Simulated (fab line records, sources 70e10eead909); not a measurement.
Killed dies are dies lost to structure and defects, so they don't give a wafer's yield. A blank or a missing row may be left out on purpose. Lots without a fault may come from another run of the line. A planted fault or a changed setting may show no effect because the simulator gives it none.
Which tool did it? | flow nand_harc | 24 lots, 72 wafers sampled, at 6 steps of a route of 1302

WHAT THE GAUGES READ, wafer by wafer
NHARC_P_M1_THK_MEAS_24: measures by xrf. Usual: thk_nm 157.6 nm, standard deviation 1.7.
lot  | measured     | on            | thk_nm (nm)       | flag
L074 | day 6 08:17  | film_metro-01 | 155.8 156.1 156.4 |
L075 | day 6 15:36  | film_metro-01 | 158.6 157.7 158.9 |
L076 | day 7 08:18  | film_metro-01 | 153.9 154.0 155.7 |
L077 | day 7 12:47  | film_metro-01 | 156.2 155.0 154.8 |
L078 | day 8 05:28  | film_metro-01 | 157.8 160.3 158.1 |
L079 | day 8 05:56  | film_metro-02 | 157.9 157.3 158.7 |
L080 | day 8 15:32  | film_metro-02 | 155.5 155.7 157.3 |
L081 | day 9 02:22  | film_metro-02 | 156.0 155.1 158.6 |
L082 | day 9 16:55  | film_metro-02 | 158.5 156.8 160.6 |
L083 | day 10 06:46 | film_metro-01 | 157.1 156.2 158.9 |
L084 | day 10 11:29 | film_metro-02 | 156.8 156.2 155.6 |
L085 | day 10 18:20 | film_metro-01 | 157.3 157.4 157.2 |
L086 | day 11 05:49 | film_metro-02 | 157.8 158.0 154.6 |
L087 | day 11 16:06 | film_metro-01 | 158.5 158.5 158.9 |
L088 | day 12 12:13 | film_metro-01 | 155.5 156.3 158.1 |
L089 | day 12 15:22 | film_metro-02 | 155.7 154.7 158.1 |
L090 | day 12 21:58 | film_metro-01 | 158.7 157.4 155.4 |
L091 | day 13 07:06 | film_metro-01 | 157.9 154.0 158.6 |
L092 | day 13 16:30 | film_metro-02 | 157.4 158.1 159.3 |
L093 | day 14 11:41 | film_metro-01 | 157.6 158.2 159.4 |
L094 | day 14 16:20 | film_metro-02 | 159.1 159.4 159.5 |
L095 | day 15 06:07 | film_metro-02 | 158.7 158.2 159.4 |
L096 | day 15 14:40 | film_metro-01 | 159.2 155.6 156.5 |
L097 | day 15 18:49 | film_metro-02 | 157.7 157.8 157.8 |

NHARC_P_M2_OVL_MEAS_10: pitch 340 nm. Usual: overlay_x_nm -0.1 nm, standard deviation 0.8; overlay_y_nm 0.0 nm, standard deviation 0.87.
lot  | measured     | on         | overlay_x_nm (nm) | overlay_y_nm (nm) | flag
L074 | day 6 09:47  | overlay-01 | -0.9 -1.6 -0.8    | -1.5 -1.1 -1.3    |
L075 | day 6 17:07  | overlay-01 | -0.3 -1.1 -0.2    | 0.4 0.5 0.6       |
L076 | day 7 10:06  | overlay-01 | -0.3 -0.6 -0.5    | 0.2 0.7 0.2       |
L077 | day 7 14:28  | overlay-01 | 1.2 1.1 0.6       | 0.0 0.5 -0.1      |
L078 | day 8 07:08  | overlay-02 | 1.0 1.0 1.4       | 0.8 0.4 0.6       |
L079 | day 8 07:35  | overlay-02 | -0.8 -1.2 -0.5    | 0.6 0.8 0.4       |
L080 | day 8 17:11  | overlay-01 | -1.3 -0.8 -1.4    | -0.2 -0.1 0.0     |
L081 | day 9 04:01  | overlay-01 | 0.2 -0.3 0.5      | -0.8 -0.5 -0.1    |
L082 | day 9 18:24  | overlay-01 | 0.2 -0.1 0.9      | 0.7 0.4 0.8       |
L083 | day 10 08:25 | overlay-02 | -0.2 -0.1 -0.2    | 0.5 0.4 0.4       |
L084 | day 10 12:59 | overlay-01 | -0.8 -0.5 -1.0    | -0.6 -0.9 -0.4    |
L085 | day 10 19:58 | overlay-01 | 0.3 0.1 0.4       | -0.9 -0.4 -0.4    |
L086 | day 11 07:28 | overlay-01 | 1.6 1.3 1.2       | -0.2 0.1 -0.2     |
L087 | day 11 17:45 | overlay-02 | 0.4 0.1 0.6       | 2.3 1.8 1.4       |
L088 | day 12 13:42 | overlay-02 | -0.1 -0.1 -0.1    | 0.1 0.5 0.2       |
L089 | day 12 16:59 | overlay-02 | -0.5 -0.2 -0.1    | 0.0 -0.6 0.1      |
L090 | day 12 23:35 | overlay-01 | 0.1 0.1 0.3       | -0.9 -1.2 -1.0    |
L091 | day 13 08:37 | overlay-02 | -1.5 -1.7 -1.3    | -0.1 -0.2 -0.8    |
L092 | day 13 18:01 | overlay-02 | -0.6 0.3 0.0      | 0.3 0.1 -0.1      |
L093 | day 14 13:22 | overlay-02 | -0.7 -0.3 -1.2    | -1.5 -1.3 -1.3    |
L094 | day 14 17:59 | overlay-01 | -0.5 -0.9 -1.0    | 1.4 1.9 1.4       |
L095 | day 15 07:46 | overlay-01 | 0.2 1.3 0.4       | 0.5 0.2 -0.5      |
L096 | day 15 16:19 | overlay-01 | 0.2 0.5 0.3       | 1.2 1.3 1.2       |
L097 | day 15 20:20 | overlay-01 | -1.0 -0.6 -0.1    | -0.1 -0.1 -0.2    |

WHICH TOOL RAN EACH LOT (tool, then ch and the chambers of the sampled wafers, then the start)
lot  | NHARC_P_GATE_DESCUM_48             | NHARC_P_M0_PRE_CLEAN_31         | NHARC_P_M1_PVD_20                       | NHARC_P_M1_DEP_33
L074 | rie_diel-09 ch 0,1, day 5 13:42    | pecvd-01 ch 0,1,2, day 6 04:31  | pvd_sputter-02, day 6 08:17 or earlier  | pecvd-01 ch 0,1,2, day 6 08:43
L075 | rie_diel-09 ch 0,1,2, day 5 20:47  | pecvd-02 ch 0,1,2, day 6 11:41  | pvd_sputter-01, day 6 15:36 or earlier  | pecvd-02 ch 0,1,2, day 6 15:57
L076 | rie_diel-09 ch 1,2, day 6 13:33    | pecvd-02 ch 1,2, day 7 04:09    | pvd_sputter-02, day 7 08:18 or earlier  | pecvd-02 ch 1,2, day 7 08:38
L077 | rie_diel-04 ch 2,3, day 6 17:48    | pecvd-03 ch 0,1,2, day 7 08:59  | pvd_sputter-01, day 7 12:47 or earlier  | pecvd-03 ch 0,1,2, day 7 13:07
L078 | rie_diel-02 ch 0,1, day 7 10:14    | pecvd-02 ch 0,2, day 8 01:38    | pvd_sputter-01, day 8 05:28 or earlier  | pecvd-03 ch 0,1,2, day 8 05:53
L079 | rie_diel-09 ch 0,1,2, day 7 10:34  | pecvd-01 ch 0,1,2, day 8 01:58  | pvd_sputter-02, day 8 05:56 or earlier  | pecvd-02 ch 0,1,2, day 8 06:17
L080 | rie_diel-04 ch 0,1,2, day 7 20:40  | pecvd-02 ch 0,1,2, day 8 11:41  | pvd_sputter-03, day 8 15:32 or earlier  | pecvd-01 ch 0,1,2, day 8 15:51
L081 | rie_diel-04 ch 0,3, day 8 07:16    | pecvd-01 ch 0,1,2, day 8 22:24  | pvd_sputter-02, day 9 02:22 or earlier  | pecvd-02 ch 0,1,2, day 9 02:43
L082 | rie_diel-04 ch 1,2, day 8 21:17    | pecvd-01 ch 0,1, day 9 13:01    | pvd_sputter-01, day 9 16:55 or earlier  | pecvd-01 ch 0,2, day 9 17:13
L083 | rie_diel-04 ch 0,3, day 9 11:28    | pecvd-03 ch 1,2, day 10 02:33   | pvd_sputter-02, day 10 06:46 or earlier | pecvd-03 ch 0,2, day 10 07:08
L084 | rie_diel-02 ch 1,2,3, day 9 16:40  | pecvd-01 ch 1,2, day 10 07:22   | pvd_sputter-01, day 10 11:29 or earlier | pecvd-01 ch 0,1, day 10 11:50
L085 | rie_diel-04 ch 0,1, day 9 23:05    | pecvd-01 ch 0,1,2, day 10 14:26 | pvd_sputter-03, day 10 18:20 or earlier | pecvd-03 ch 0,1,2, day 10 18:38
L086 | rie_diel-02 ch 0,1,3, day 10 10:58 | pecvd-01 ch 0,1,2, day 11 01:51 | pvd_sputter-03, day 11 05:49 or earlier | pecvd-03 ch 0,1, day 11 06:08
L087 | rie_diel-02 ch 1,2,3, day 10 18:19 | pecvd-03 ch 0,1,2, day 11 12:13 | pvd_sputter-01, day 11 16:06 or earlier | pecvd-02 ch 0,2, day 11 16:27
L088 | rie_diel-09 ch 1,2,3, day 11 17:27 | pecvd-03 ch 0,1,2, day 12 08:19 | pvd_sputter-02, day 12 12:13 or earlier | pecvd-03 ch 0,2, day 12 12:34
L089 | rie_diel-02 ch 1,2,3, day 11 20:07 | pecvd-01 ch 0,1, day 12 11:26   | pvd_sputter-02, day 12 15:22 or earlier | pecvd-03 ch 0,1,2, day 12 15:42
L090 | rie_diel-09 ch 0,1,2, day 12 02:01 | pecvd-02 ch 0,1,2, day 12 18:04 | pvd_sputter-01, day 12 21:58 or earlier | pecvd-01 ch 1,2, day 12 22:21
L091 | rie_diel-02 ch 0,1,2, day 12 11:48 | pecvd-02 ch 0,1, day 13 03:01   | pvd_sputter-01, day 13 07:06 or earlier | pecvd-01 ch 0,2, day 13 07:25
L092 | rie_diel-02 ch 0,3, day 12 21:48   | pecvd-02 ch 0,1, day 13 12:41   | pvd_sputter-01, day 13 16:30 or earlier | pecvd-01 ch 0,1, day 13 16:48
L093 | rie_diel-04 ch 0,1,3, day 13 16:53 | pecvd-02 ch 0,1,2, day 14 07:39 | pvd_sputter-01, day 14 11:41 or earlier | pecvd-02 ch 0,1,2, day 14 12:07
L094 | rie_diel-09 ch 1,2,3, day 13 21:15 | pecvd-02 ch 0,1,2, day 14 12:25 | pvd_sputter-02, day 14 16:20 or earlier | pecvd-01 ch 0,1,2, day 14 16:38
L095 | rie_diel-04 ch 0,2,3, day 14 11:20 | pecvd-02 ch 0,1, day 15 02:11   | pvd_sputter-02, day 15 06:07 or earlier | pecvd-02 ch 0,1,2, day 15 06:30
L096 | rie_diel-09 ch 0,1,3, day 14 19:29 | pecvd-01 ch 1,2, day 15 10:46   | pvd_sputter-02, day 15 14:40 or earlier | pecvd-02 ch 0,1,2, day 15 14:58
L097 | rie_diel-02 ch 1,2, day 14 23:19   | pecvd-01 ch 0,2, day 15 14:49   | pvd_sputter-01, day 15 18:49 or earlier | pecvd-02 ch 1,2, day 15 19:07
- NHARC_P_GATE_DESCUM_48: chemistry O2, time 3 s.
- NHARC_P_M0_PRE_CLEAN_31: time 12 s.
- NHARC_P_M1_PVD_20: deposits TaN, target thk 5 nm, time 8.06 s.
- NHARC_P_M1_DEP_33: deposits SiCN, target thk 30 nm.

WHAT THE TOOLS THEMSELVES READ (means of the sampled wafers that have a number; where no wafer has one, the mark that the record gives instead)
NHARC_P_GATE_DESCUM_48. Usual: drypump_motor_current_A 5.6 A, standard deviation 0.44; oes_product_au 0.996 a.u., standard deviation 0.011; rf_vpp_V 57.8 V, standard deviation 0.93; showerhead_plenum_p_Torr 1.92 Torr, standard deviation 0.072; throttle_valve_pct 11.312 %, standard deviation 0.0093.
lot  | tool        | drypump_motor_current_A (A) | oes_product_au (a.u.) | rf_vpp_V (V) | showerhead_plenum_p_Torr (Torr) | throttle_valve_pct (%) | flag
L074 | rie_diel-09 | 5.8                         | 1.003                 | 58.4         | 1.92                            | 11.314                 |
L075 | rie_diel-09 | 5.4                         | 1.003                 | 57.4         | 1.93                            | 11.313                 |
L076 | rie_diel-09 | 5.1                         | 0.997                 | 57.5         | 1.94                            | 11.309                 |
L077 | rie_diel-04 | 5.6                         | 0.997                 | 57.4         | 1.85                            | 11.325                 |
L078 | rie_diel-02 | 6.1                         | 0.990                 | 58.2         | 1.94                            | 11.308                 |
L079 | rie_diel-09 | 5.4                         | 0.978                 | 58.3         | 1.93                            | 11.307                 |
L080 | rie_diel-04 | 5.9                         | 1.004                 | 58.1         | 1.86                            | 11.305                 |
L081 | rie_diel-04 | 5.5                         | 1.004                 | 58.6         | 1.93                            | 11.303                 |
L082 | rie_diel-04 | 5.9                         | 0.988                 | 57.4         | 1.82                            | 11.310                 |
L083 | rie_diel-04 | 5.7                         | 1.006                 | 58.2         | 1.93                            | 11.311                 |
L084 | rie_diel-02 | 5.6                         | 0.989                 | 58.3         | 1.95                            | 11.306                 |
L085 | rie_diel-04 | 6.1                         | 0.995                 | 57.1         | 1.88                            | 11.323                 |
L086 | rie_diel-02 | 5.7                         | 1.001                 | 58.3         | 1.97                            | 11.304                 |
L087 | rie_diel-02 | 5.6                         | 0.993                 | 58.2         | 1.95                            | 11.313                 |
L088 | rie_diel-09 | 5.2                         | 0.998                 | 58.1         | 1.91                            | 11.310                 |
L089 | rie_diel-02 | 5.6                         | 0.994                 | 58.1         | 1.95                            | 11.321                 |
L090 | rie_diel-09 | 5.5                         | 0.988                 | 58.4         | 1.92                            | 11.315                 |
L091 | rie_diel-02 | 5.8                         | 0.992                 | 57.3         | 1.96                            | 11.312                 |
L092 | rie_diel-02 | 5.4                         | 0.997                 | 57.5         | 2.01                            | 11.310                 |
L093 | rie_diel-04 | 5.8                         | 1.010                 | 56.7         | 1.90                            | 11.310                 |
L094 | rie_diel-09 | 5.2                         | 0.995                 | 57.4         | 1.91                            | 11.306                 |
L095 | rie_diel-04 | 5.6                         | 1.003                 | 58.5         | 1.89                            | 11.318                 |
L096 | rie_diel-09 | 5.5                         | 0.985                 | 57.9         | 1.90                            | 11.314                 |
L097 | rie_diel-02 | 5.7                         | 0.994                 | 58.2         | 1.94                            | 11.305                 |

NHARC_P_M0_PRE_CLEAN_31. Usual: heater_power_w 622 W, standard deviation 61; rf_fwd_power_W 292.6 W, standard deviation 0.77.
lot  | tool     | heater_power_w (W) | rf_fwd_power_W (W) | flag
L074 | pecvd-01 | 558                | 292.9              |
L075 | pecvd-02 | 641                | 293.2              |
L076 | pecvd-02 | 649                | 293.1              |
L077 | pecvd-03 | 606                | 292.7              |
L078 | pecvd-02 | 611                | 292.9              |
L079 | pecvd-01 | 600                | 292.1              |
L080 | pecvd-02 | 640                | 292.3              |
L081 | pecvd-01 | 650                | 293.3              |
L082 | pecvd-01 | 616                | 293.1              |
L083 | pecvd-03 | 674                | 292.2              |
L084 | pecvd-01 | 653                | 293.7              |
L085 | pecvd-01 | 608                | 293.0              |
L086 | pecvd-01 | 631                | 293.0              |
L087 | pecvd-03 | 646                | 292.6              |
L088 | pecvd-03 | 620                | 292.7              |
L089 | pecvd-01 | 584                | 292.2              |
L090 | pecvd-02 | 608                | 292.5              |
L091 | pecvd-02 | 609                | 292.0              |
L092 | pecvd-02 | 661                | 291.7              |
L093 | pecvd-02 | 622                | 292.7              |
L094 | pecvd-02 | 612                | 293.6              |
L095 | pecvd-02 | 683                | 292.5              |
L096 | pecvd-01 | 666                | 292.8              |
L097 | pecvd-01 | 611                | 293.2              |

NHARC_P_M1_PVD_20. Usual: throttle_valve_pct 29.8 %, standard deviation 1.1.
lot  | tool           | throttle_valve_pct (%) | flag
L074 | pvd_sputter-02 | 29.5                   |
L075 | pvd_sputter-01 | 31.3                   |
L076 | pvd_sputter-02 | 28.6                   |
L077 | pvd_sputter-01 | 29.9                   |
L078 | pvd_sputter-01 | 31.0                   |
L079 | pvd_sputter-02 | 29.6                   |
L080 | pvd_sputter-03 | 28.9                   |
L081 | pvd_sputter-02 | 29.3                   |
L082 | pvd_sputter-01 | 30.1                   |
L083 | pvd_sputter-02 | 28.5                   |
L084 | pvd_sputter-01 | 30.7                   |
L085 | pvd_sputter-03 | 29.6                   |
L086 | pvd_sputter-03 | 29.0                   |
L087 | pvd_sputter-01 | 30.1                   |
L088 | pvd_sputter-02 | 29.7                   |
L089 | pvd_sputter-02 | 29.5                   |
L090 | pvd_sputter-01 | 31.1                   |
L091 | pvd_sputter-01 | 30.6                   |
L092 | pvd_sputter-01 | 30.1                   |
L093 | pvd_sputter-01 | 30.6                   |
L094 | pvd_sputter-02 | 29.6                   |
L095 | pvd_sputter-02 | 28.3                   |
L096 | pvd_sputter-02 | 28.5                   |
L097 | pvd_sputter-01 | 31.5                   |

NHARC_P_M1_DEP_33. Usual: heater_power_w 567 W, standard deviation 68; rf_fwd_power_W 448.9 W, standard deviation 1.4.
lot  | tool     | heater_power_w (W) | rf_fwd_power_W (W) | flag
L074 | pecvd-01 | 556                | 448.0              |
L075 | pecvd-02 | 606                | 446.7              |
L076 | pecvd-02 | 532                | 448.5              |
L077 | pecvd-03 | 578                | 448.5              |
L078 | pecvd-03 | 596                | 449.6              |
L079 | pecvd-02 | 600                | 448.4              |
L080 | pecvd-01 | 581                | 449.3              |
L081 | pecvd-02 | 578                | 449.1              |
L082 | pecvd-01 | 512                | 450.6              |
L083 | pecvd-03 | 574                | 449.2              |
L084 | pecvd-01 | 536                | 449.8              |
L085 | pecvd-03 | 589                | 448.2              |
L086 | pecvd-03 | 472                | 449.4              |
L087 | pecvd-02 | 504                | 450.0              |
L088 | pecvd-03 | 508                | 448.5              |
L089 | pecvd-03 | 581                | 449.1              |
L090 | pecvd-01 | 559                | 449.1              |
L091 | pecvd-01 | 529                | 447.8              |
L092 | pecvd-01 | 569                | 449.1              |
L093 | pecvd-02 | 563                | 448.7              |
L094 | pecvd-01 | 515                | 450.3              |
L095 | pecvd-02 | 556                | 448.4              |
L096 | pecvd-02 | 589                | 447.6              |
L097 | pecvd-02 | 553                | 450.0              |

THE ANSWER, worked out from the rows above alone
Rule: a lot is off if the mean of its wafers that have a number lies more than 3 standard deviations from the usual mean. A lot without any number at a reading at which 4 lots or more have one is off too. The other lots that the step has rows for count as sound. The gauges are gone through in route order, then the tools' own readings, and for those a lot's mean is taken as printed above. The first step at which some lot is off is used, and at that step the reading that is off furthest; a lot without a number counts as furthest.
No lot is off at any reading shown: from this, nothing can be told.

WHAT THE SIMULATOR HAD PUT IN
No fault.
